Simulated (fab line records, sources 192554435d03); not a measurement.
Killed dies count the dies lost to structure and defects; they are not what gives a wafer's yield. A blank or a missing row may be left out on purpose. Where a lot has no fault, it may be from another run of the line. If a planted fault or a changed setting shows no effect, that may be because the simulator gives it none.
Split-lot trial	flow n5-finfet	on a route of 1938 steps: 7 lots, 39 wafers read

== ON THE SPLIT ==
At N5_PASSIVATION_SPUTTER_20 (material TaN, target thk 50 nm), the setting target-thk-a was moved away from the recipe's 500 angstrom on 12 of the 39 wafers read, by -58.5% to -15.7%. For the rest of the wafers, this setting stayed at what the recipe calls for.

The split's own step is where the reading is taken.

== THE READING ==
TaN_of_PASSIVATION_SPUTTER_20.thk-nm (the simulator's own value, which no gauge read), in nm, at N5_PASSIVATION_SPUTTER_20 (material TaN, target thk 50 nm). The file gives no usual value for it. The 27 wafers here that ran the recipe average 50.3 nm, standard deviation 0.44 nm.

wafer	tool, chamber at the split	target-thk-a as run, angstrom	against the recipe	TaN_of_PASSIVATION_SPUTTER_20.thk-nm, nm	against lot-mates on the recipe
L075.1	pvd-sputter-03, -	500	recipe	51.4	-
L075.2	pvd-sputter-03, -	411.3	-17.7%	41.8	-9.3
L075.3	pvd-sputter-03, -	411.3	-17.7%	42	-9.1
L075.4	pvd-sputter-03, -	500	recipe	51	-
L075.5	pvd-sputter-03, -	411.3	-17.7%	42.2	-8.9
L075.6	pvd-sputter-03, -	500	recipe	50.8	-
L076.1	pvd-sputter-02, -	500	recipe	49.8	-
L076.2	pvd-sputter-02, -	207.5	-58.5%	21.2	-28.8
L076.3	pvd-sputter-02, -	207.5	-58.5%	21.2	-28.8
L076.4	pvd-sputter-02, -	500	recipe	50	-
L076.5	pvd-sputter-02, -	500	recipe	50.2	-
L076.6	pvd-sputter-02, -	207.5	-58.5%	21	-29.0
L077.1	pvd-sputter-02, -	500	recipe	50.6	-
L077.2	pvd-sputter-02, -	500	recipe	50	-
L077.6	pvd-sputter-02, -	500	recipe	50	-
L077.3	pvd-sputter-02, -	500	recipe	49.6	-
L077.4	pvd-sputter-02, -	500	recipe	50.4	-
L077.5	pvd-sputter-02, -	500	recipe	50.4	-
L086.1	pvd-sputter-01, -	421.6	-15.7%	42.4	-7.6
L086.2	pvd-sputter-01, -	500	recipe	50	-
L086.3	pvd-sputter-01, -	500	recipe	50	-
L086.6	pvd-sputter-01, -	500	recipe	50	-
L086.4	pvd-sputter-01, -	421.6	-15.7%	41.8	-8.2
L086.5	pvd-sputter-01, -	421.6	-15.7%	42	-8.0
L089.1	pvd-sputter-01, -	500	recipe	49.8	-
L089.3	pvd-sputter-01, -	500	recipe	49.8	-
L089.2	pvd-sputter-01, -	500	recipe	50.6	-
L089.4	pvd-sputter-01, -	500	recipe	50.2	-
L089.5	pvd-sputter-01, -	500	recipe	50.2	-
L089.6	pvd-sputter-01, -	500	recipe	50	-
L092.1	pvd-sputter-02, -	300.9	-39.8%	30.8	-20.1
L092.2	pvd-sputter-02, -	500	recipe	50.6	-
L092.3	pvd-sputter-02, -	300.9	-39.8%	31.2	-19.7
L092.4	pvd-sputter-02, -	500	recipe	51	-
L092.5	pvd-sputter-02, -	500	recipe	51	-
L092.6	pvd-sputter-02, -	300.9	-39.8%	31	-19.9
L093.1	pvd-sputter-03, -	500	recipe	50.2	-
L093.4	pvd-sputter-03, -	500	recipe	50	-
L093.5	pvd-sputter-03, -	500	recipe	50	-

THE FIT
A straight line over all 39 wafers: TaN_of_PASSIVATION_SPUTTER_20.thk-nm changes by +0.494 nm for each +1% of target-thk-a; r = +1.00; the points scatter about the line by 0.46 nm.
The same after taking each lot's own level away (the mean of its wafers on the recipe; 39 wafers): +0.496 nm for each +1%; r = +1.00; scatter 0.25 nm.
Per that fit: largest target-thk-a move, reading shift of 29 nm.
Measured against the standard deviation above, the lots' own levels, which go from 50.00 to 51.07 nm, span 2.4 times it.
The two slopes agree, so the slope changes little with the lot-to-lot level.
Check: for one of the wafers moved furthest among these (-58.5%), held out of the fit, the line's prediction against its lot-mates is -29.1 nm. Against them it came out at -28.8 nm.

== ADDITIONAL SPLITS CARRIED BY THESE WAFERS ==
Other splits were also applied to these wafers ahead of the reading. Each is held against what the fit with the lots' levels taken away leaves over:
other split on the same wafers	wafers away from the commonest value	r with TaN_of_PASSIVATION_SPUTTER_20.thk-nm (lot level and that fit taken away)
N5_BEOL_M15_TRENCH_ETCH_34 target-depth-a	15	+0.04

== FILE'S OWN FIT ==
TaN_of_PASSIVATION_SPUTTER_20.thk-nm changes by +0.497 nm for each +1% of target-thk-a, r = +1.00.
